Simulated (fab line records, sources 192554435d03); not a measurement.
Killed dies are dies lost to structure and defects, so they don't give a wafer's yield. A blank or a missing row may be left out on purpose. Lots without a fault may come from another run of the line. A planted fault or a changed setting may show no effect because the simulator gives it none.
Chamber matching | flow n5_finfet | N5_BEOL_M9_ETCH_65 on rie_diel-06: 4 sister chambers
The step etches SiARC in CF4, target depth 15.6 nm, time 26 s. 24 wafers are shown with their chamber, then 12 later ones without.

WAFERS WITH THEIR CHAMBER
wafer  | chamber | showerhead_plenum_p_Torr (Torr) | throttle_valve_pct (%) | oes_product_au (a.u.)
L074.1 | 3       | 2.18                            | 15.16                  | 0.77
L074.2 | 2       | 2.16                            | 15.83                  | 0.70
L074.5 | 2       | 2.16                            | 15.82                  | 0.70
L075.1 | 3       | 2.18                            | 15.17                  | 0.77
L075.2 | 2       | 2.16                            | 15.81                  | 0.69
L075.3 | 1       | 2.11                            | 16.12                  | 0.59
L076.3 | 2       | 2.16                            | 15.82                  | 0.70
L076.4 | 0       | 2.19                            | 15.72                  | 0.58
L076.6 | 0       | 2.19                            | 15.70                  | 0.59
L079.2 | 0       | 2.19                            | 15.72                  | 0.58
L079.4 | 2       | 2.16                            | 15.84                  | 0.69
L079.6 | 2       | 2.16                            | 15.82                  | 0.69
L080.1 | 1       | 2.11                            | 16.15                  | 0.59
L080.4 | 3       | 2.18                            | 15.18                  | 0.76
L080.5 | 1       | 2.11                            | 16.16                  | 0.59
L081.3 | 2       | 2.16                            | 15.83                  | 0.68
L081.5 | 3       | 2.18                            | 15.17                  | 0.75
L081.6 | 2       | 2.16                            | 15.82                  | 0.69
L087.2 | 3       | 2.18                            | 15.20                  | 0.73
L087.3 | 0       | 2.19                            | 15.23                  | 0.79
L087.6 | 0       | 2.19                            | 15.26                  | 0.79
L090.1 | 2       | 2.15                            | 15.87                  | 0.67
L090.2 | 3       | 2.17                            | 15.20                  | 0.73
L090.6 | 2       | 2.15                            | 15.87                  | 0.67

SIGNATURES (means of the wafers above)
reading                  | chamber 0 | chamber 1 | chamber 2 | chamber 3 | scatter within a chamber
showerhead_plenum_p_Torr | 2.1900    | 2.1100    | 2.1580    | 2.1783    | 0.00349
throttle_valve_pct       | 15.5260   | 16.1433   | 15.8330   | 15.1800   | 0.116
oes_product_au           | 0.6660    | 0.5900    | 0.6880    | 0.7517    | 0.052
Rule: a wafer's distance from a chamber is the root of the sum, over the readings, of the square of ((its reading less the chamber's mean) divided by the reading's scatter). The wafer belongs to the nearest chamber; if the next one is less than 2 further off, it can't be placed. The scatter: the root of (the sum of the squares of (reading less its chamber's mean) over the shown wafers, divided by (wafers less chambers)).

WAFERS WITHOUT THEIR CHAMBER
wafer  | showerhead_plenum_p_Torr (Torr) | throttle_valve_pct (%) | oes_product_au (a.u.)
L088.2 | 2.15                            | 15.86                  | 0.67
L088.4 | 2.18                            | 15.27                  | 0.77
L088.6 | 2.15                            | 15.89                  | 0.67
L089.2 | 2.17                            | 15.21                  | 0.72
L089.3 | 2.18                            | 15.28                  | 0.76
L089.6 | 2.11                            | 15.68                  | 0.84
L092.3 | 2.11                            | 15.69                  | 0.84
L092.4 | 2.18                            | 15.28                  | 0.75
L092.6 | 2.18                            | 15.27                  | 0.75
L094.1 | 2.10                            | 15.69                  | 0.83
L094.5 | 2.15                            | 15.89                  | 0.66
L094.6 | 2.10                            | 15.71                  | 0.83

WHICH CHAMBER EACH WENT THROUGH
wafer  | from the rows above | in truth
L088.2 | 2                   | 2
L088.4 | 3                   | 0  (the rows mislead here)
L088.6 | 2                   | 2
L089.2 | 3                   | 3
L089.3 | 3                   | 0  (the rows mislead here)
L089.6 | 1                   | 1
L092.3 | 1                   | 1
L092.4 | 3                   | 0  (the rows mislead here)
L092.6 | 3                   | 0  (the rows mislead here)
L094.1 | 1                   | 1
L094.5 | 2                   | 2
L094.6 | 1                   | 1
Placed correctly: 8 of 12. Can't be placed from these rows: 0. Placed wrongly: 4.
